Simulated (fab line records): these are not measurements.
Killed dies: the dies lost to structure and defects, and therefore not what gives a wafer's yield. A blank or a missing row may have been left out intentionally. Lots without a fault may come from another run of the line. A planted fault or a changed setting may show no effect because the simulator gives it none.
fab line records	flow n5Finfet
[record] lots = 9	wafers = 27	lastDay = 18
route steps=1938 shown HKMG_FIN@406 BEOL_M4@1111 PASSIVATION@1936
lots untouched by any fault: they come from a run of this same line in which no faults occurred
startH: the number of hours between the record's first day and the start of the first shown wafer of the lot	waitH: time in hours since the lot's previous step	" as in the row above	L1.1+2: one row covering several wafers at once	- either no value or no given start	* or withheld: withheld	< > ~ a bound
route shown NAME@n: names a module that has steps shown in the file, with the first one's number in the route	usual: mean/standard deviation of fault-free wafers	same: alike in all rows	chamber/n: place in a boat	sites: the reading at each site	_std_site: their standard deviation	_edge_site: the outer-site mean with the inner-site mean subtracted	radiusMm: how far each site lies from the wafer's centre	mask NAME#n: copy n	behind: the tool/chamber that last shaped the wafer	hold: the reason the lot was held/the length of the hold in hours/how it ended	device: transistor that didn't switch, given as n, p or np	end of line: tests run on the same wafers once the route is complete	where a step has no rows: the recipe by itself	killed: the dies lost at the first sort to structure and to defects; this is not the yield of the wafer	map: per-die view of a wafer (x killed, . not killed, _ where there is no die)
set.NAME: the setting as run; set.NAME@STEP: as run at that earlier step	model.NAME: the simulator's own value behind a step, which no gauge read
route steps across a sampled set of lots; one table per step, one row per wafer
services: a tool's chamber out of use, with start hour (startH, from the record's first day; less than 0 if before it), hours out, and reason
[[steps]]
[step N5_HKMG_FIN_ETCH_58]
[recipe] chemistry = N2/H2	target = SOC	targetDepthA = 2158	ionEnergyEv = 50	biasW = 13	timeS = 741	pressureMtorr = 30	sourceW = 875	n2FlowSccm = 200	h2FlowSccm = 200
[usual] drypumpMotorCurrentA = 5.9/0.56	oesProductAu = 0.77/0.061	rfVppV = 99.1/0.95	showerheadPlenumPTorr = 2.54/0.08	throttleValvePct = 17.8/0.33
lot.wafer	tool	chamber	startH	waitH	drypumpMotorCurrentA	oesProductAu	rfHoursCounterH	rfVppV	showerheadPlenumPTorr	throttleValvePct
L673.3	rieDiel-02	3	83.55	0.0	5.7	0.74	168	99.8	2.52	17.8
L673.4	"	1	"	"	6.7	0.86	43	98.7	2.69	17.2
L673.6	"	3	"	"	5.7	0.75	-	97.8	2.52	17.8
L675.2	rieDiel-05	0	99.33	0.0	6.4	0.86	77	100.1	2.57	17.7
L675.4	"	1	"	"	6.7	0.79	86	98.3	2.56	17.4
L675.6	"	3	"	"	5.5	0.88	-	97.9	2.49	17.7
L678.2	rieDiel-02	2	113.21	0.0	6.1	0.80	85	100.3	2.58	17.8
L678.4	"	0	"	"	5.7	0.81	122	99.5	2.54	17.7
L678.6	"	1	"	"	6.7	0.86	-	100.4	2.68	17.3
L681.3	rieDiel-05	0	134.16	0.0	6.4	0.83	90	96.3	2.57	17.7
L681.5	"	1	"	"	6.7	0.77	-	99.2	2.56	17.4
L681.6	"	0	"	"	6.5	0.85	-	97.8	2.57	17.7
L683.1	rieDiel-02	2	143.91	0.0	6.1	0.79	96	98.3	2.57	17.8
L683.3	"	0	"	"	5.7	0.80	133	98.7	2.54	17.7
L683.5	"	0	"	"	5.7	0.79	-	100.2	2.54	17.7
L688.1	rieDiel-06	1	177.86	0.0	5.5	0.70	190	98.3	2.42	18.3
L688.2	"	0	"	"	5.8	0.70	216	99.0	2.41	18.1
L688.3	"	2	"	"	4.9	0.67	213	99.8	2.62	18.2
L690.2	rieDiel-05	0	187.91	0.0	6.4	0.84	100	99.1	2.56	17.7
L690.5	"	1	"	"	6.7	0.76	-	100.1	2.55	17.4
L690.6	"	2	"	"	6.3	0.71	-	99.5	2.53	18.3
L691.1	rieDiel-02	0	193.21	0.0	5.7	0.78	153	98.9	2.53	17.7
L691.4	"	1	"	"	6.7	0.81	84	98.7	2.67	17.3
L691.6	"	0	"	"	5.7	0.78	-	98.5	2.53	17.7
L694.1	rieDiel-02	1	213.75	0.0	6.7	0.81	90	100.5	2.67	17.3
L694.5	"	3	"	"	5.8	0.72	-	97.7	2.50	17.9
L694.6	"	2	"	"	6.1	0.77	-	99.8	2.56	17.8
[step N5_HKMG_FIN_ALD_79]
[recipe] material = TiN	targetThkA = 15	tempC = 400	aldPrecursorFamily = TiCl4	aldCoReactant = NH3	pulseTimeS = 1	purgeTimeS = 3	coReactantPurgeTimeS = 2	coReactantPulseTimeS = 2	aldCycles = 68	pressureTorr = 3
[usual] heaterPowerW = 844/93	precursorPulseHeightRel = 1.001/0.02
lot.wafer	tool	chamber	startH	waitH	heaterPowerW	precursorPulseHeightRel
L673.3	aldMetal-04	1	84.73	0.0	846	0.986
L673.4	"	3	"	"	882	1.004
L673.6	"	1	"	"	833	0.982
L675.2	aldMetal-04	0	100.40	0.0	787	1.021
L675.4	"	2	"	"	778	1.011
L675.6	"	2	"	"	768	1.006
L678.2	aldMetal-04	1	114.33	0.0	840	0.980
L678.4	"	2	"	"	786	1.000
L678.6	"	0	"	"	773	1.013
L681.3	aldMetal-01	2	135.22	0.0	884	0.990
L681.5	"	0	"	"	931	1.053
L681.6	"	3	"	"	745	0.998
L683.1	aldMetal-04	0	145.17	0.0	797	1.005
L683.3	"	1	"	"	818	1.017
L683.5	"	0	"	"	747	1.008
L688.1	aldMetal-04	1	178.92	0.0	834	1.017
L688.2	"	2	"	"	789	1.024
L688.3	"	3	"	"	867	0.994
L690.2	aldMetal-01	2	188.98	0.0	886	1.028
L690.5	"	0	"	"	921	1.012
L690.6	"	3	"	"	738	0.978
L691.1	aldMetal-03	2	194.27	0.0	1098	1.011
L691.4	"	1	"	"	765	0.984
L691.6	"	3	"	"	738	0.985
L694.1	aldMetal-03	1	214.82	0.0	779	1.026
L694.5	"	0	"	"	901	1.012
L694.6	"	1	"	"	780	0.967
[step N5_HKMG_FIN_EXPOSE_09]
[recipe] maskId = NWFM	na = 1.35	sourceShape = conventional	sigmaOuter = 0.8	polarization = unpolarized	doseMj = 39.25
[usual] exposureDoseMJCm2 = 39.23/0.044
[same] sigmaOuter = 0.8
lot.wafer	tool	chamber	startH	waitH	mask	exposureDoseMJCm2
L673.3	arfiScanner-01	0	86.53	-	NWFM#0	39.25
L673.4	"	0	"	"	NWFM#0	39.24
L673.6	"	0	"	"	NWFM#0	39.17
L675.2	arfiScanner-03	0	102.21	-	NWFM#0	39.28
L675.4	"	0	"	"	NWFM#0	39.26
L675.6	"	0	"	"	NWFM#0	39.24
L678.2	arfiScanner-03	0	116.12	-	NWFM#0	39.29
L678.4	"	0	"	"	NWFM#0	39.36
L678.6	"	0	"	"	NWFM#0	39.31
L681.3	arfiScanner-03	0	136.95	-	NWFM#0	39.21
L681.5	"	0	"	"	NWFM#0	39.28
L681.6	"	0	"	"	NWFM#0	39.22
L683.1	arfiScanner-02	0	146.99	-	NWFM#0	39.21
L683.3	"	0	"	"	NWFM#0	39.22
L683.5	"	0	"	"	NWFM#0	39.25
L688.1	arfiScanner-03	0	180.58	-	NWFM#0	52.75
L688.2	"	0	"	"	NWFM#0	52.67
L688.3	"	0	"	"	NWFM#0	52.68
L690.2	arfiScanner-03	0	190.79	-	NWFM#0	50.03
L690.5	"	0	"	"	NWFM#0	49.99
L690.6	"	0	"	"	NWFM#0	49.99
L691.1	arfiScanner-02	0	196.06	-	NWFM#0	39.21
L691.4	"	0	"	"	NWFM#0	39.19
L691.6	"	0	"	"	NWFM#0	39.18
L694.1	arfiScanner-01	0	216.61	-	NWFM#0	39.18
L694.5	"	0	"	"	NWFM#0	39.13
L694.6	"	0	"	"	NWFM#0	39.22
[step N5_HKMG_FIN_CD_MEAS_12]
[recipe] targetCdNm = 92.8	landingEnergyEv = 500	detector = seInlens
[usual] cdNm = 93.1/0.62
lot.wafer	tool	chamber	startH	waitH	cdNm
L673.3	cdSem-02	0	86.65	-	94.2
L673.4	"	0	"	"	94.2
L673.6	"	0	"	"	94.0
L675.2	cdSem-01	0	102.33	-	92.9
L675.4	"	0	"	"	93.8
L675.6	"	0	"	"	94.1
L678.2	cdSem-03	0	116.24	-	93.5
L678.4	"	0	"	"	92.4
L678.6	"	0	"	"	93.4
L681.3	cdSem-03	0	137.06	-	91.9
L681.5	"	0	"	"	92.5
L681.6	"	0	"	"	92.5
L683.1	cdSem-02	0	147.11	-	93.0
L683.3	"	0	"	"	93.1
L683.5	"	0	"	"	92.9
L688.1	cdSem-02	0	180.71	-	111.9
L688.2	"	0	"	"	112.3
L688.3	"	0	"	"	111.2
L690.2	cdSem-03	0	190.91	-	108.8
L690.5	"	0	"	"	107.7
L690.6	"	0	"	"	108.4
L691.1	cdSem-02	0	196.19	-	92.6
L691.4	"	0	"	"	92.6
L691.6	"	0	"	"	92.2
L694.1	cdSem-01	0	216.73	-	92.8
L694.5	"	0	"	"	93.0
L694.6	"	0	"	"	94.1
[step N5_HKMG_FIN_ETCH_35]
[recipe] chemistry = N2/H2	target = SOC	targetDepthA = 2158	ionEnergyEv = 65	biasW = 5	sourceW = 3000	timeS = 243.4	pressureMtorr = 30	n2FlowSccm = 200	h2FlowSccm = 200
[usual] drypumpMotorCurrentA = 6.0/0.55	oesProductAu = 0.77/0.056	rfVppV = 141.7/1	showerheadPlenumPTorr = 2.55/0.074	throttleValvePct = 17.8/0.3
lot.wafer	tool	chamber	startH	waitH	drypumpMotorCurrentA	oesProductAu	rfHoursCounterH	rfVppV	showerheadPlenumPTorr	throttleValvePct
L673.3	rieDiel-02	2	87.03	0.0	6.1	0.80	75	141.5	2.58	17.8
L673.4	"	3	"	"	5.7	0.76	169	140.6	2.52	17.8
L673.6	"	2	"	"	6.1	0.80	-	140.9	2.58	17.8
L675.2	rieDiel-02	3	102.72	0.0	5.7	0.75	174	141.0	2.51	17.9
L675.4	"	1	"	"	6.7	0.86	48	142.5	2.69	17.3
L675.6	"	1	"	"	6.7	0.86	-	141.6	2.68	17.3
L678.2	rieDiel-06	1	117.22	0.0	5.5	0.71	164	141.3	2.43	18.3
L678.4	"	2	"	"	4.9	0.68	188	142.5	2.63	18.2
L678.6	"	3	"	"	5.0	0.72	-	141.4	2.45	17.5
L681.3	rieDiel-06	0	137.45	0.0	5.8	0.70	207	140.5	2.41	18.1
L681.5	"	0	"	"	5.8	0.70	-	141.4	2.41	18.1
L681.6	"	1	"	"	5.5	0.72	-	141.7	2.43	18.3
L683.1	rieDiel-02	1	147.50	0.0	6.7	0.84	66	144.3	2.68	17.3
L683.3	"	2	"	"	6.1	0.78	97	141.5	2.57	17.9
L683.5	"	1	"	"	6.7	0.82	-	142.4	2.68	17.3
L688.1	rieDiel-05	3	181.10	0.0	5.5	0.84	49	139.6	2.48	17.7
L688.2	"	2	"	"	6.3	0.72	197	142.1	2.53	18.3
L688.3	"	0	"	"	6.5	0.85	97	140.6	2.56	17.8
L690.2	rieDiel-02	1	191.30	0.0	6.7	0.82	84	142.8	2.67	17.4
L690.5	"	1	"	"	6.8	0.81	-	143.8	2.67	17.4
L690.6	"	2	"	"	6.1	0.76	-	142.5	2.57	17.9
L691.1	rieDiel-02	0	196.89	0.0	5.7	0.78	154	142.2	2.53	17.8
L691.4	"	2	"	"	6.1	0.77	117	141.7	2.56	17.9
L691.6	"	1	"	"	6.7	0.82	-	143.0	2.67	17.4
L694.1	rieDiel-02	2	217.12	0.0	6.1	0.74	123	140.7	2.56	17.9
L694.5	"	3	"	"	5.7	0.71	-	140.7	2.50	17.9
L694.6	"	0	"	"	5.7	0.77	-	142.5	2.53	17.8
[step N5_BEOL_M4_RC_MEAS_101]
[usual] DIBL_N = 36.3/2	DIBL_P = 36.3/2.4	IOFF_N = 0.16/0.034	IOFF_P = 0.21/0.035	ION_N = 672/12	ION_P = 459/6.5	SS_N = 71.6/0.67	SS_P = 73.3/0.71	VT_N = 250/3.5	VT_P = -251/3
lot.wafer	tool	chamber	startH	waitH	DIBL_N[mV/V]	DIBL_P[mV/V]	IOFF_N[nA/um]	IOFF_P[nA/um]	ION_N[uA/um]	ION_P[uA/um]	SS_N[mV/dec]	SS_P[mV/dec]	VT_N[mV]	VT_P[mV]
L673.3	prober-02	0	175.68	0.3	32.6	31.7	0.10	0.15	651	456	70.0	72.0	259	-256
L673.4	"	0	"	"	32.3	31.6	0.10	0.15	653	453	69.8	71.8	256	-253
L673.6	"	0	"	"	32.3	31.5	0.10	0.15	664	456	70.1	72.1	257	-254
L675.2	prober-02	0	191.15	0.2	36.8	38.7	0.17	0.20	675	453	71.6	73.8	250	-254
L675.4	"	0	"	"	35.0	37.0	0.15	0.18	675	458	70.9	73.1	253	-255
L675.6	"	0	"	"	36.5	38.6	0.16	0.21	675	453	71.7	73.9	253	-252
L678.2	prober-02	0	219.97	0.2	31.6	31.6	0.11	0.16	650	451	71.4	72.7	258	-253
L678.4	"	0	"	"	33.2	33.4	0.13	0.18	660	457	70.7	72.2	252	-251
L678.6	"	0	"	"	33.5	34.0	0.14	0.20	668	458	71.6	73.1	251	-248
L683.1	prober-02	0	260.12	0.0	37.1	36.1	0.15	0.19	667	455	71.9	72.6	250	-252
L683.3	"	0	"	"	38.7	37.1	0.16	0.20	661	450	72.4	73.5	250	-251
L683.5	"	0	"	"	39.6	38.6	0.18	0.23	677	460	71.6	73.8	249	-248
L681.3	prober-02	0	261.43	0.3	38.4	39.9	0.19	0.26	689	467	71.9	74.1	247	-250
L681.5	"	0	"	"	37.1	37.6	0.17	0.24	673	465	71.4	73.6	251	-246
L681.6	"	0	"	"	35.5	36.4	0.14	0.20	669	459	70.8	73.8	251	-249
L691.1	prober-02	0	296.20	0.0	36.1	35.6	0.18	0.19	695	465	71.7	73.0	246	-253
L691.4	"	0	"	"	35.3	35.6	0.17	0.19	681	459	71.2	72.9	247	-252
L691.6	"	0	"	"	33.6	32.8	0.13	0.15	672	451	71.2	72.8	252	-256
L690.2	prober-02	0	308.36	0.2	36.9	37.5	0.17	0.21	678	459	71.0	73.6	248	-251
L690.5	"	0	"	"	34.1	33.3	0.12	0.14	659	448	70.7	72.5	255	-256
L690.6	"	0	"	"	39.1	39.4	0.21	0.23	682	458	72.3	73.4	246	-251
L694.1	prober-01	0	326.38	0.0	36.8	37.1	0.19	0.22	680	459	71.8	73.0	248	-249
L694.5	"	0	"	"	37.2	37.9	0.20	0.24	679	459	72.0	73.4	246	-248
L694.6	"	0	"	"	36.1	36.1	0.18	0.21	684	462	72.0	72.6	245	-251
[step N5_PASSIVATION_PROBE_49]
[usual] defectLimitedYield = 91.4/1.5	killed_at_M0_to_M3 = 33/11	killed_at_M4_up = 14/5.3	killedAtContacts = 13/6.2	killedAtFrontEnd = 39/13	killedAtOther = 3.1/2.8	killedDies = 102/17	killedOnRim = 13/3.8	killedOpen = 68/13	killedShort = 32/7.8	sort_bin_5_function = 5.1/0.95	sort_bin_6_memory = 3.2/0.7	sort_bin_8_speed = 0.02/0.16	sortNPass = 1078/18	sortYieldPct = 91.3/1.5
[same] grossDies = 1180	killedAtBackSide = 0	sort_bin_4_leakage[%] = 0
lot.wafer	tool	chamber	startH	waitH	defectLimitedYield[%]	killed_at_M0_to_M3	killed_at_M4_up	killedAtContacts	killedAtFrontEnd	killedAtOther	killedDies	killedOnRim	killedOpen	killedShort	sort_bin_5_function[%]	sort_bin_6_memory[%]	sort_bin_8_speed[%]	sortNPass	sortYieldPct[%]
L673.3	prober-02	-	281.33	0.1	91.7	30	13	13	40	2	98	12	66	32	4.9	3.2	0	1082	91.7
L673.4	prober-02	-	281.38	0.2	92.4	27	18	15	28	2	90	9	62	27	5.4	2.0	0.08	1090	92.4
L673.6	prober-02	-	281.48	0.3	90.7	44	15	28	23	0	110	15	89	20	5.3	4.0	0	1070	90.7
L675.2	prober-01	-	300.93	0.1	91.9	28	13	14	38	3	96	15	61	34	4.1	3.6	0	1084	91.9
L675.4	prober-01	-	301.03	0.2	92.4	32	10	6	40	2	90	5	53	37	4.7	2.5	0	1090	92.4
L675.6	prober-01	-	301.13	0.3	90.7	35	7	15	46	7	110	14	76	34	5.6	3.5	0	1070	90.7
L678.2	prober-01	-	319.40	0.1	92.8	20	14	7	43	1	85	11	58	27	3.6	3.6	0	1095	92.8
L678.4	prober-01	-	319.50	0.2	91.8	29	11	17	39	1	97	15	69	28	5.2	2.6	0	1083	91.8
L678.6	prober-01	-	319.60	0.3	92.5	34	16	9	28	1	88	13	55	33	3.9	3.2	0	1092	92.5
L683.1	prober-01	-	371.70	0.0	93.4	19	19	6	28	6	78	11	51	24	4.1	2.5	0	1102	93.4
L683.3	prober-01	-	371.80	0.1	90.8	35	22	5	45	1	108	15	70	36	5.5	3.4	0	1072	90.8
L683.5	prober-01	-	371.90	0.2	91.2	38	16	4	38	8	104	18	62	42	5.3	2.9	0	1076	91.2
L681.3	prober-02	-	372.97	0.1	90.9	25	11	20	38	13	107	11	71	35	4.9	3.8	0	1073	90.9
L681.5	prober-02	-	373.07	0.2	90.6	29	29	11	33	9	111	16	77	34	5.6	3.4	0	1069	90.6
L681.6	prober-02	-	373.12	0.3	92.2	35	15	14	25	3	92	8	68	24	5.7	2.1	0	1088	92.2
L688.1	prober-01	-	394.61	0.0	25.1	37	10	16	820	1	884	150	79	42	6.3	3.6	0	296	25.1
L688.2	prober-01	-	394.66	0.1	28.6	25	21	14	781	2	843	151	73	38	5.9	3.0	0	337	28.6
L688.3	prober-01	-	394.71	0.1	29.7	22	14	9	777	7	829	149	73	36	5.2	3.9	0	351	29.7
L691.1	prober-01	-	404.50	0.0	92.5	44	9	9	26	1	89	13	65	24	4.4	3.0	0	1091	92.5
L691.4	prober-01	-	404.65	0.2	90.3	36	20	19	37	3	115	16	73	42	5.9	3.5	0	1065	90.3
L691.6	prober-01	-	404.75	0.3	95.0	20	10	12	16	1	59	6	35	24	2.6	2.3	0	1121	95.0
L690.2	prober-02	-	422.91	0.1	52.7	56	6	6	487	3	558	135	65	41	4.8	3.9	0	622	52.7
L690.5	prober-02	-	423.06	0.2	59.7	34	13	18	408	2	475	124	84	36	6.8	3.1	0	705	59.7
L690.6	prober-02	-	423.11	0.3	63.2	46	13	14	359	2	434	121	76	52	6.4	3.9	0	746	63.2
L694.1	prober-02	-	434.71	0.1	91.3	27	10	23	39	4	103	15	74	29	4.7	3.8	0	1077	91.3
L694.5	prober-02	-	434.91	0.3	92.9	16	26	9	33	0	84	10	60	23	4.0	2.7	0	1096	92.9
L694.6	prober-02	-	434.96	0.4	89.2	16	22	30	55	4	127	17	93	32	7.2	3.1	0	1053	89.2
// killed by level:class
L673.3 FIN_SAQP:geometricParticle:short=11 BEOL_M4:geometricParticle:open=10 FIN_SAQP:geometricParticle:open=9 GATE_CUT:geometricParticle:open=9 MOL_CONTACT_COAG:geometricParticle:open=8 BEOL_M2:geometricParticle:open=8 BEOL_M1:geometricParticle:open=6 MOL_CONTACT_COAG:geometricParticle:short=5
L673.4 BEOL_M4:geometricParticle:open=12 MOL_CONTACT_COAG:geometricParticle:open=12 BEOL_M2:geometricParticle:open=9 FIN_SAQP:geometricParticle:short=6 FIN_SAQP:geometricParticle:open=5 STI_FIN_REVEAL:geometricParticle:open=5 BEOL_M3:geometricParticle:open=4 BEOL_M0_SAQP:geometricParticle:open=4
L673.6 MOL_CONTACT_COAG:geometricParticle:open=25 BEOL_M2:geometricParticle:open=14 BEOL_M4:geometricParticle:open=9 BEOL_M3:geometricParticle:open=8 FIN_SAQP:geometricParticle:open=6 STI_FIN_REVEAL:geometricParticle:open=5 BEOL_M0_SAQP:geometricParticle:open=5 BEOL_M0_SAQP:geometricParticle:short=5
L675.2 DUMMY_GATE:geometricParticle:open=9 MOL_CONTACT_COAG:geometricParticle:open=9 BEOL_M0_SAQP:geometricParticle:short=9 BEOL_M0_SAQP:geometricParticle:open=8 FIN_SAQP:geometricParticle:open=5 FIN_SAQP:geometricParticle:short=5 STI_FIN_REVEAL:geometricParticle:open=5 MOL_CONTACT_COAG:geometricParticle:short=5
L675.4 BEOL_M2:geometricParticle:open=12 FIN_SAQP:geometricParticle:short=10 FIN_SAQP:geometricParticle:open=9 BEOL_M0_SAQP:geometricParticle:short=7 BEOL_M0_SAQP:geometricParticle:open=7 STI_FIN_REVEAL:geometricParticle:open=6 BEOL_M5:geometricParticle:open=4 STI_FIN_REVEAL:geometricParticle:short=3
L675.6 STI_FIN_REVEAL:geometricParticle:open=13 MOL_CONTACT_COAG:geometricParticle:open=12 BEOL_M0_SAQP:geometricParticle:open=9 BEOL_M0_SAQP:geometricParticle:short=8 STI_FIN_REVEAL:geometricParticle:short=7 BEOL_M2:geometricParticle:open=5 FIN_SAQP:geometricParticle:open=4 FIN_CUT:geometricParticle:open=4
L678.2 FIN_SAQP:geometricParticle:open=12 FIN_SAQP:geometricParticle:short=10 BEOL_M4:geometricParticle:open=9 STI_FIN_REVEAL:geometricParticle:open=6 BEOL_M1:geometricParticle:open=6 MOL_CONTACT_COAG:geometricParticle:open=5 STARTING-WAFER:geometricParticle:open=5 BEOL_M0_SAQP:geometricParticle:short=4
L678.4 FIN_SAQP:geometricParticle:open=15 MOL_CONTACT_COAG:geometricParticle:open=14 STI_FIN_REVEAL:geometricParticle:open=8 BEOL_M4:geometricParticle:open=8 FIN_SAQP:geometricParticle:short=6 BEOL_M0_SAQP:geometricParticle:open=6 BEOL_M0_SAQP:geometricParticle:short=6 BEOL_M1:geometricParticle:open=6
L678.6 BEOL_M0_SAQP:geometricParticle:short=14 BEOL_M0_SAQP:geometricParticle:open=10 STI_FIN_REVEAL:geometricParticle:open=8 MOL_CONTACT_COAG:geometricParticle:open=7 FIN_SAQP:geometricParticle:open=4 BEOL_M1:geometricParticle:open=4 BEOL_M2:geometricParticle:open=4 FIN_SAQP:geometricParticle:short=3
L683.1 BEOL_M4:geometricParticle:open=14 FIN_SAQP:geometricParticle:open=9 FIN_SAQP:geometricParticle:short=5 BEOL_M1:geometricParticle:short=5 MOL_CONTACT_COAG:geometricParticle:open=4 BEOL_M1:geometricParticle:open=4 BEOL_M0:geometricParticle:open=3 BEOL_M3:geometricParticle:open=3
L683.3 FIN_SAQP:geometricParticle:open=14 BEOL_M4:geometricParticle:open=13 FIN_SAQP:geometricParticle:short=11 BEOL_M2:geometricParticle:open=9 BEOL_M0_SAQP:geometricParticle:short=5 BEOL_M1:geometricParticle:open=5 BEOL_M3:geometricParticle:open=5 BEOL_M0_SAQP:geometricParticle:open=4
L683.5 BEOL_M4:geometricParticle:open=12 BEOL_M1:geometricParticle:open=11 BEOL_M0_SAQP:geometricParticle:open=8 FIN_SAQP:geometricParticle:open=6 GATE_CUT:geometricParticle:short=6 BEOL_M0_SAQP:geometricParticle:short=6 FIN_SAQP:geometricParticle:short=5 DUMMY_GATE:geometricParticle:open=5
L681.3 MOL_CONTACT_COAG:geometricParticle:open=15 FIN_SAQP:geometricParticle:open=9 FIN_SAQP:geometricParticle:short=6 BEOL_M0_SAQP:geometricParticle:open=6 BEOL_M3:geometricParticle:open=6 STI_FIN_REVEAL:geometricParticle:open=5 DUMMY_GATE:geometricParticle:open=5 BEOL_M0_SAQP:geometricParticle:short=5
L681.5 BEOL_M4:geometricParticle:open=15 STI_FIN_REVEAL:geometricParticle:open=10 MOL_CONTACT_COAG:geometricParticle:open=8 BEOL_M2:geometricParticle:open=7 BEOL_M0_SAQP:geometricParticle:short=5 BEOL_M3:geometricParticle:open=5 BEOL_M0_SAQP:geometricParticle:open=4 BEOL_M5:geometricParticle:open=4
L681.6 BEOL_M3:geometricParticle:open=16 MOL_CONTACT_COAG:geometricParticle:open=12 BEOL_M4:geometricParticle:open=7 BEOL_M0_SAQP:geometricParticle:short=5 BEOL_M2:geometricParticle:open=5 STI_FIN_REVEAL:geometricParticle:open=4 DUMMY_GATE:geometricParticle:open=4 BEOL_M0:geometricParticle:open=4
L688.1 HKMG_FIN:areaExpose=762 FIN_SAQP:geometricParticle:open=16 MOL_CONTACT_COAG:geometricParticle:open=13 BEOL_M0_SAQP:geometricParticle:open=10 BEOL_M0:geometricParticle:open=10 GATE_CUT:geometricParticle:short=8 FIN_SAQP:geometricParticle:short=7 STI_FIN_REVEAL:geometricParticle:open=7
L688.2 HKMG_FIN:areaExpose=732 MOL_CONTACT_COAG:geometricParticle:open=11 BEOL_M0_SAQP:geometricParticle:short=11 BEOL_M4:geometricParticle:open=10 FIN_SAQP:geometricParticle:open=8 GATE_CUT:geometricParticle:short=8 BEOL_M0_SAQP:geometricParticle:open=8 DUMMY_GATE:geometricParticle:open=7
L688.3 HKMG_FIN:areaExpose=719 FIN_SAQP:geometricParticle:open=17 FIN_SAQP:geometricParticle:short=9 BEOL_M0_SAQP:geometricParticle:short=9 BEOL_M4:geometricParticle:open=9 MOL_CONTACT_COAG:geometricParticle:open=8 GATE_CUT:geometricParticle:open=7 STI_FIN_REVEAL:geometricParticle:open=5
L691.1 BEOL_M0_SAQP:geometricParticle:open=19 BEOL_M0_SAQP:geometricParticle:short=11 MOL_CONTACT_COAG:geometricParticle:open=8 FIN_SAQP:geometricParticle:open=5 DUMMY_GATE:geometricParticle:open=4 BEOL_M2:geometricParticle:open=4 BEOL_M3:geometricParticle:open=4 STARTING-WAFER:geometricParticle:open=4
L691.4 BEOL_M0_SAQP:geometricParticle:short=16 MOL_CONTACT_COAG:geometricParticle:open=15 BEOL_M0_SAQP:geometricParticle:open=13 BEOL_M4:geometricParticle:open=9 FIN_SAQP:geometricParticle:short=7 STI_FIN_REVEAL:geometricParticle:open=7 FIN_SAQP:geometricParticle:open=6 STARTING-WAFER:geometricParticle:open=5
L691.6 MOL_CONTACT_COAG:geometricParticle:open=10 BEOL_M0_SAQP:geometricParticle:open=8 BEOL_M0_SAQP:geometricParticle:short=7 BEOL_M2:geometricParticle:short=4 BEOL_M6:geometricParticle:open=4 FIN_SAQP:geometricParticle:short=3 FIN_SAQP:geometricParticle:open=3 STARTING-WAFER:geometricParticle:short=3
L690.2 HKMG_FIN:areaExpose=450 BEOL_M0_SAQP:geometricParticle:short=11 BEOL_M0_SAQP:geometricParticle:open=10 BEOL_M3:geometricParticle:open=10 STI_FIN_REVEAL:geometricParticle:open=9 FIN_SAQP:geometricParticle:open=8 BEOL_M2:geometricParticle:open=8 FIN_SAQP:geometricParticle:short=7
L690.5 HKMG_FIN:areaExpose=353 MOL_CONTACT_COAG:geometricParticle:open=15 FIN_SAQP:geometricParticle:open=12 STI_FIN_REVEAL:geometricParticle:open=12 BEOL_M0_SAQP:geometricParticle:open=9 BEOL_M0_SAQP:geometricParticle:short=9 FIN_SAQP:geometricParticle:short=6 DUMMY_GATE:geometricParticle:open=6
L690.6 HKMG_FIN:areaExpose=304 FIN_SAQP:geometricParticle:open=12 FIN_SAQP:geometricParticle:short=9 BEOL_M2:geometricParticle:open=9 STARTING-WAFER:geometricParticle:short=9 MOL_CONTACT_COAG:geometricParticle:open=8 BEOL_M0_SAQP:geometricParticle:open=8 BEOL_M0_SAQP:geometricParticle:short=7
L694.1 MOL_CONTACT_COAG:geometricParticle:open=19 BEOL_M1:geometricParticle:open=12 FIN_SAQP:geometricParticle:open=6 GATE_CUT:geometricParticle:short=6 STI_FIN_REVEAL:geometricParticle:open=5 ILD0:geometricParticle:open=5 GATE_CUT:geometricParticle:open=4 MOL_CONTACT_COAG:geometricParticle:short=4
L694.5 BEOL_M5:geometricParticle:open=11 STI_FIN_REVEAL:geometricParticle:open=9 FIN_SAQP:geometricParticle:open=6 MOL_CONTACT_COAG:geometricParticle:open=6 BEOL_M4:geometricParticle:open=5 BEOL_M2:geometricParticle:open=4 ILD0:geometricParticle:open=4 GATE_CUT:geometricParticle:open=4
L694.6 MOL_CONTACT_COAG:geometricParticle:open=22 STI_FIN_REVEAL:geometricParticle:open=19 FIN_SAQP:geometricParticle:open=9 MOL_CONTACT_COAG:geometricParticle:short=8 BEOL_M1:geometricParticle:open=8 BEOL_M5:geometricParticle:open=7 BEOL_M4:geometricParticle:open=6 STI_FIN_REVEAL:geometricParticle:short=5
[[services]]
tool	chamber	startH	hours	kind
arfiScanner-02	-	60.60	0.2	repair
arfiScanner-02	-	62.14	1.0	pm
aldMetal-04	1	75.55	3.7	repair
arfiScanner-01	-	84.51	1.0	pm
rieDiel-02	1	96.54	4.5	repair
aldMetal-03	1	98.43	5.5	repair
arfiScanner-02	-	99.42	1.3	pm
rieDiel-05	3	102.56	2.6	repair
arfiScanner-03	-	103.12	0.8	pm
arfiScanner-02	-	106.00	27.8	repair
rieDiel-06	2	122.85	3.9	repair
arfiScanner-02	-	136.98	0.8	repair
arfiScanner-03	-	138.43	0.4	repair
rieDiel-06	0	138.95	18.3	repair
arfiScanner-03	-	142.58	1.3	pm
rieDiel-05	-	146.10	14.6	pm
arfiScanner-03	-	155.03	1.0	pm
rieDiel-05	0	161.45	14.5	repair
arfiScanner-03	-	170.28	0.4	repair
rieDiel-05	2	176.47	4.3	repair
aldMetal-04	0	188.48	10.4	repair
arfiScanner-03	-	205.38	1.0	repair
rieDiel-02	-	212.23	1.0	repair
arfiScanner-03	-	214.69	0.5	repair
[[key]]
[firstSign] step = N5_HKMG_FIN_EXPOSE_09	reading = exposureDoseMJCm2	direction = up	sigmas = 99+	usual = 39.23	struck = 51.35
[effect] step = N5_HKMG_FIN_CD_MEAS_12	reading = cdNm	direction = up	sigmas = 27	usual = 93.1	struck = 110.1	through = controlLoop
[effect] step = N5_PASSIVATION_PROBE_49	reading = killedAtFrontEnd	direction = up	sigmas = 44	usual = 39	struck = 605
[moreKillsBornAt] N5_HKMG_FIN_EXPOSE_09@arfiScanner-03 = 3320
metAt N5_HKMG_FIN_EXPOSE_09
struckLots L688,L690
laterRowsLeftOut L688.1,L688.2,L688.3
[loopTrim] step = N5_HKMG_FIN_EXPOSE_09	setting = dose	lots = L690
notActingAt N5_HKMG_FIN_ETCH_58,N5_HKMG_FIN_ALD_79,N5_HKMG_FIN_ETCH_35
onsetBetween 136.95 180.58
[fault] kind = processParameterDrift	tool = arfiScanner-03	chamber = -	onsetH = 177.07	steps = N5_HKMG_FIN_EXPOSE_09	channel = doseMj	offset = 13.459	shape = step	actsIn = theseRecipesOnly	stated = 39.25
// laterRowsLeftOut: the simulator's readings of these wafers behind a module that went badly wrong aren't trusted and aren't shown, but for the sort
// loopTrim: a control loop set the setting to another value than it would have without faults
